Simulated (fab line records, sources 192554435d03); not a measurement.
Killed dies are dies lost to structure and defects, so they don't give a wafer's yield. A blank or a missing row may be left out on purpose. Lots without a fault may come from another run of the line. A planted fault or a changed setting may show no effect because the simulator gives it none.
Which tool did it? | flow n5_finfet | 24 lots, 72 wafers sampled, at 5 steps of a route of 1938

WHAT THE GAUGES READ, wafer by wafer
N5_BEOL_M14_INSPECT_30: inspects for defects (macro).
lot  | measured     | on                | raw_defect_count
L074 | day 10 23:10 | defect_inspect-01 | 1 3 2
L075 | day 11 08:42 | defect_inspect-02 | 2 2 1
L076 | day 11 15:04 | defect_inspect-01 | 3 2 2
L078 | day 12 00:32 | defect_inspect-01 | 3 4 2
L077 | day 12 03:40 | defect_inspect-02 | 4 4 4
L080 | day 12 14:25 | defect_inspect-01 | 3 4 0
L079 | day 12 21:22 | defect_inspect-02 | 3 2 1
L081 | day 12 21:51 | defect_inspect-02 | 3 0 0
L083 | day 13 16:08 | defect_inspect-02 | 2 1 0
L082 | day 13 18:11 | defect_inspect-02 | 2 3 1
L084 | day 14 06:54 | defect_inspect-01 | 3 4 1
L086 | day 14 08:18 | defect_inspect-02 | 0 4 2
L087 | day 14 13:53 | defect_inspect-01 | 4 5 2
L085 | day 14 13:56 | defect_inspect-02 | 2 5 2
L088 | day 14 22:20 | defect_inspect-01 | 2 2 2
L090 | day 15 10:58 | defect_inspect-01 | 3 3 3
L089 | day 15 11:36 | defect_inspect-02 | 1 2 5
L091 | day 15 11:56 | defect_inspect-01 | 1 4 3
L092 | day 15 22:40 | defect_inspect-02 | 5 3 4
L093 | day 16 18:09 | defect_inspect-02 | 1 2 1
L095 | day 16 18:43 | defect_inspect-01 | 1 2 2
L094 | day 16 22:04 | defect_inspect-01 | 2 1 1
L097 | day 16 22:45 | defect_inspect-01 | 3 2 1
L096 | day 17 08:22 | defect_inspect-02 | 2 2 1

N5_MIM_TOP_LITHO_INSPECT_12: inspects for defects (macro).
lot  | measured     | on                | raw_defect_count
L074 | day 11 20:58 | defect_inspect-02 | 2 2 0
L075 | day 11 22:07 | defect_inspect-01 | 2 2 1
L076 | day 12 01:16 | defect_inspect-01 | 0 3 1
L078 | day 12 18:20 | defect_inspect-02 | 4 2 4
L077 | day 12 19:34 | defect_inspect-02 | 2 4 3
L080 | day 13 05:11 | defect_inspect-01 | 0 3 3
L079 | day 13 10:23 | defect_inspect-02 | 1 1 3
L081 | day 13 10:16 | defect_inspect-02 | 0 4 3
L083 | day 14 09:52 | defect_inspect-02 | 3 1 0
L082 | day 14 11:32 | defect_inspect-02 | 2 2 2
L084 | day 15 00:26 | defect_inspect-02 | 6 3 1
L086 | day 15 01:02 | defect_inspect-01 | 0 3 3
L087 | day 15 05:50 | defect_inspect-02 | 2 3 1
L085 | day 15 05:53 | defect_inspect-01 | 1 1 4
L088 | day 15 10:07 | defect_inspect-02 | 1 0 3
L090 | day 16 08:37 | defect_inspect-01 | 0 4 4
L089 | day 16 15:20 | defect_inspect-02 | 2 1 4
L091 | day 16 08:52 | defect_inspect-01 | 1 1 2
L092 | day 16 20:50 | defect_inspect-02 | 3 0 3
L093 | day 17 07:17 | defect_inspect-02 | 1 1 1
L095 | day 17 07:27 | defect_inspect-02 | 5 5 2
L094 | day 17 11:01 | defect_inspect-02 | 5 0 3
L097 | day 17 14:35 | defect_inspect-01 | 0 1 1
L096 | day 18 03:37 | defect_inspect-01 | 2 1 1

WHICH TOOL RAN EACH LOT (tool, then ch and the chambers of the sampled wafers, then the start)
lot  | N5_BEOL_M14_ETCH_38                           | N5_BEOL_M14_PRE_CLEAN_42     | N5_BEOL_M15_DESCUM_15
L074 | rie_diel-06 ch 0,1,3, day 11 00:44 or earlier | pvd_sputter-01, day 11 00:44 | rie_diel-02 ch 0,2,3, day 11 02:47
L075 | rie_diel-04 ch 0,1, day 11 12:56 or earlier   | pvd_sputter-03, day 11 12:56 | rie_diel-01 ch 0,1, day 11 14:52
L076 | rie_diel-03 ch 0,3, day 11 16:28 or earlier   | pvd_sputter-01, day 11 16:28 | rie_diel-05 ch 0,1,2, day 11 18:26
L078 | rie_diel-06 ch 0,1,3, day 12 04:55 or earlier | pvd_sputter-03, day 12 04:55 | rie_diel-02 ch 0,1,3, day 12 06:59
L077 | rie_diel-04 ch 0,1,3, day 12 05:16 or earlier | pvd_sputter-02, day 12 05:16 | rie_diel-01 ch 0,1,3, day 12 07:11
L080 | rie_diel-04 ch 0,1, day 12 18:42 or earlier   | pvd_sputter-03, day 12 18:42 | rie_diel-02 ch 0,1,2, day 12 20:50
L079 | rie_diel-04 ch 0,3, day 12 23:50 or earlier   | pvd_sputter-02, day 12 23:50 | rie_diel-01 ch 0,1,3, day 13 02:29
L081 | rie_diel-04 ch 0,2,3, day 12 23:26 or earlier | pvd_sputter-02, day 12 23:26 | rie_diel-01 ch 0,2,3, day 13 01:29
L083 | rie_diel-06 ch 0,1,2, day 13 20:07 or earlier | pvd_sputter-03, day 13 20:07 | rie_diel-01 ch 0,2,3, day 13 22:11
L082 | rie_diel-06 ch 1,3, day 13 21:20 or earlier   | pvd_sputter-03, day 13 21:20 | rie_diel-05 ch 0,3, day 13 23:34
L084 | rie_diel-06 ch 0,2,3, day 14 10:13 or earlier | pvd_sputter-01, day 14 10:13 | rie_diel-02 ch 0,1,2, day 14 12:15
L086 | rie_diel-03 ch 0,2,3, day 14 11:59 or earlier | pvd_sputter-01, day 14 11:59 | rie_diel-05 ch 1,3, day 14 14:02
L087 | rie_diel-04 ch 0,1,3, day 14 17:52 or earlier | pvd_sputter-03, day 14 17:52 | rie_diel-02 ch 0,1,3, day 14 19:59
L085 | rie_diel-06 ch 0,3, day 14 18:09 or earlier   | pvd_sputter-01, day 14 18:09 | rie_diel-02 ch 1,2, day 14 20:24
L088 | rie_diel-03 ch 0,3, day 15 00:55 or earlier   | pvd_sputter-02, day 15 00:55 | rie_diel-05 ch 0,3, day 15 02:59
L090 | rie_diel-04 ch 0,1,2, day 15 12:10 or earlier | pvd_sputter-03, day 15 12:10 | rie_diel-01 ch 0,2,3, day 15 14:06
L089 | rie_diel-06 ch 0,1,2, day 15 19:55 or earlier | pvd_sputter-03, day 15 19:55 | rie_diel-02 ch 0,1,2, day 15 22:05
L091 | rie_diel-04 ch 2,3, day 15 15:35 or earlier   | pvd_sputter-03, day 15 15:35 | rie_diel-02 ch 0,2, day 15 17:32
L092 | rie_diel-03 ch 1,3, day 16 09:47 or earlier   | pvd_sputter-01, day 16 09:47 | rie_diel-05 ch 1,2,3, day 16 11:43
L093 | rie_diel-06 ch 1,2, day 16 20:08 or earlier   | pvd_sputter-01, day 16 20:08 | rie_diel-01 ch 0,1,2, day 16 22:11
L095 | rie_diel-06 ch 1,3, day 16 20:27 or earlier   | pvd_sputter-01, day 16 20:27 | rie_diel-02 ch 1,2, day 16 22:33
L094 | rie_diel-06 ch 1,2,3, day 16 23:10 or earlier | pvd_sputter-03, day 16 23:10 | rie_diel-02 ch 0,1,3, day 17 03:07
L097 | rie_diel-04 ch 0,1, day 17 01:14 or earlier   | pvd_sputter-01, day 17 01:14 | rie_diel-02 ch 2,3, day 17 05:10
L096 | rie_diel-04 ch 1,2,3, day 17 10:24 or earlier | pvd_sputter-03, day 17 10:24 | rie_diel-01 ch 0,3, day 17 12:27
- N5_BEOL_M14_ETCH_38: etches SiCN in CF4/N2, target depth 106.5 nm, time 120.6 s.
- N5_BEOL_M14_PRE_CLEAN_42: time 30 s.
- N5_BEOL_M15_DESCUM_15: chemistry O2, time 7.9 s.

WHAT THE TOOLS THEMSELVES READ (means of the sampled wafers that have a number; where no wafer has one, the mark that the record gives instead)
N5_BEOL_M14_ETCH_38.
lot  | tool        | drypump_motor_current_A (A) | oes_product_au (a.u.) | rf_vpp_V (V) | showerhead_plenum_p_Torr (Torr) | throttle_valve_pct (%)
L074 | rie_diel-06 | 5.6                         | 0.83                  | 381.1        | 2.15                            | 15.45
L075 | rie_diel-04 | 5.9                         | 0.80                  | 380.3        | 2.13                            | 15.34
L076 | rie_diel-03 | 5.5                         | 0.84                  | 384.6        | 2.27                            | 15.45
L078 | rie_diel-06 | 5.6                         | 0.82                  | 381.7        | 2.14                            | 15.46
L077 | rie_diel-04 | 5.8                         | 0.79                  | 381.2        | 2.13                            | 15.48
L080 | rie_diel-04 | 5.7                         | 0.76                  | 380.1        | 2.12                            | 15.43
L079 | rie_diel-04 | 5.6                         | 0.78                  | 381.1        | 2.13                            | 15.62
L081 | rie_diel-04 | 5.6                         | 0.84                  | 380.6        | 2.14                            | 15.49
L083 | rie_diel-06 | 5.1                         | 0.83                  | 382.3        | 2.21                            | 15.42
L082 | rie_diel-06 | 5.4                         | 0.80                  | 380.7        | 2.13                            | 15.50
L084 | rie_diel-06 | 5.7                         | 0.85                  | 382.1        | 2.21                            | 15.40
L086 | rie_diel-03 | 5.4                         | 0.83                  | 383.1        | 2.23                            | 15.33
L087 | rie_diel-04 | 5.8                         | 0.77                  | 380.8        | 2.13                            | 15.53
L085 | rie_diel-06 | 5.7                         | 0.80                  | 381.4        | 2.14                            | 15.50
L088 | rie_diel-03 | 6.0                         | 0.81                  | 384.2        | 2.29                            | 15.37
L090 | rie_diel-04 | 5.8                         | 0.80                  | 380.2        | 2.13                            | 15.40
L089 | rie_diel-06 | 5.1                         | 0.80                  | 382.3        | 2.20                            | 15.48
L091 | rie_diel-04 | 5.8                         | 0.82                  | 379.4        | 2.15                            | 15.59
L092 | rie_diel-03 | 6.5                         | 0.83                  | 385.1        | 2.33                            | 15.30
L093 | rie_diel-06 | 5.0                         | 0.79                  | 381.9        | 2.19                            | 15.50
L095 | rie_diel-06 | 5.4                         | 0.78                  | 380.5        | 2.12                            | 15.54
L094 | rie_diel-06 | 5.6                         | 0.81                  | 382.5        | 2.20                            | 15.46
L097 | rie_diel-04 | 5.9                         | 0.76                  | 380.4        | 2.12                            | 15.42
L096 | rie_diel-04 | 5.9                         | 0.81                  | 380.3        | 2.14                            | 15.49

N5_BEOL_M14_PRE_CLEAN_42.
lot  | tool           | heater_power_w (W)
L074 | pvd_sputter-01 | 463
L075 | pvd_sputter-03 | 456
L076 | pvd_sputter-01 | 475
L078 | pvd_sputter-03 | 469
L077 | pvd_sputter-02 | 427
L080 | pvd_sputter-03 | 460
L079 | pvd_sputter-02 | 433
L081 | pvd_sputter-02 | 480
L083 | pvd_sputter-03 | 478
L082 | pvd_sputter-03 | 494
L084 | pvd_sputter-01 | 450
L086 | pvd_sputter-01 | 486
L087 | pvd_sputter-03 | 451
L085 | pvd_sputter-01 | 517
L088 | pvd_sputter-02 | 481
L090 | pvd_sputter-03 | 458
L089 | pvd_sputter-03 | 450
L091 | pvd_sputter-03 | 539
L092 | pvd_sputter-01 | 488
L093 | pvd_sputter-01 | 481
L095 | pvd_sputter-01 | 483
L094 | pvd_sputter-03 | 440
L097 | pvd_sputter-01 | 497
L096 | pvd_sputter-03 | 487

N5_BEOL_M15_DESCUM_15.
lot  | tool        | drypump_motor_current_A (A) | o2_flow_sccm (sccm) | oes_product_au (a.u.) | rf_vpp_V (V) | showerhead_plenum_p_Torr (Torr) | throttle_valve_pct (%)
L074 | rie_diel-02 | 5.5                         | 225.3               | 0.71                  | 243.0        | 2.04                            | 20.38
L075 | rie_diel-01 | 6.3                         | 224.3               | 0.83                  | 243.7        | 2.09                            | 20.47
L076 | rie_diel-05 | 5.7                         | 224.9               | 0.74                  | 243.4        | 2.11                            | 20.58
L078 | rie_diel-02 | 6.0                         | 224.8               | 0.70                  | 243.3        | 2.08                            | 20.47
L077 | rie_diel-01 | 5.8                         | 224.5               | 0.78                  | 243.2        | 2.05                            | 20.59
L080 | rie_diel-02 | 5.6                         | 224.8               | 0.71                  | 243.6        | 2.10                            | 20.38
L079 | rie_diel-01 | 5.8                         | 225.2               | 0.76                  | 242.1        | 2.05                            | 20.59
L081 | rie_diel-01 | 5.7                         | 225.2               | 0.71                  | 242.5        | 2.05                            | 20.65
L083 | rie_diel-01 | 5.6                         | 225.3               | 0.71                  | 242.6        | 2.05                            | 20.66
L082 | rie_diel-05 | 5.7                         | 224.8               | 0.91                  | 243.8        | 2.17                            | 20.29
L084 | rie_diel-02 | 5.6                         | 224.4               | 0.70                  | 243.4        | 2.10                            | 20.40
L086 | rie_diel-05 | 5.6                         | 224.3               | 0.85                  | 242.9        | 2.10                            | 20.46
L087 | rie_diel-02 | 5.9                         | 225.5               | 0.69                  | 243.0        | 2.07                            | 20.49
L085 | rie_diel-02 | 5.3                         | 225.9               | 0.69                  | 242.8        | 2.09                            | 20.37
L088 | rie_diel-05 | 5.8                         | 224.9               | 0.83                  | 245.3        | 2.17                            | 20.38
L090 | rie_diel-01 | 5.7                         | 225.4               | 0.70                  | 242.1        | 2.04                            | 20.70
L089 | rie_diel-02 | 5.6                         | 224.7               | 0.69                  | 243.3        | 2.09                            | 20.41
L091 | rie_diel-02 | 5.2                         | 224.7               | 0.70                  | 242.6        | 2.06                            | 20.33
L092 | rie_diel-05 | 5.6                         | 225.2               | 0.83                  | 242.9        | 2.09                            | 20.41
L093 | rie_diel-01 | 6.2                         | 224.7               | 0.74                  | 243.5        | 2.08                            | 20.58
L095 | rie_diel-02 | 5.3                         | 224.5               | 0.69                  | 242.9        | 2.08                            | 20.39
L094 | rie_diel-02 | 5.9                         | 224.7               | 0.78                  | 244.4        | 2.15                            | 20.44
L097 | rie_diel-02 | 5.2                         | 224.6               | 0.78                  | 243.9        | 2.11                            | 20.33
L096 | rie_diel-01 | 5.7                         | 224.4               | 0.81                  | 242.4        | 2.09                            | 20.66

THE ANSWER, worked out from the rows above alone
Rule: what is usual is taken from the lots themselves. Put in order of their means at a reading, lots are off if they are a third of the lots or fewer, leave a main group of 4 or more, and stand apart from it by a gap of 3 or more times the standard deviation of the main group's means; of several such gaps the widest counts. A main group whose means are all the same, to the digits that the tables above print for the reading, isn't used. A lot without any number at a reading at which 4 lots or more have one is off too. The other lots that the step has rows for count as sound. The gauges are gone through in route order, then the tools' own readings, and for those a lot's mean is taken as printed above. The first step at which some lot is off is used, and at that step the reading that is off furthest; a lot without a number counts as furthest.
No lot is off at any reading shown: from this, nothing can be told.

WHAT THE SIMULATOR HAD PUT IN
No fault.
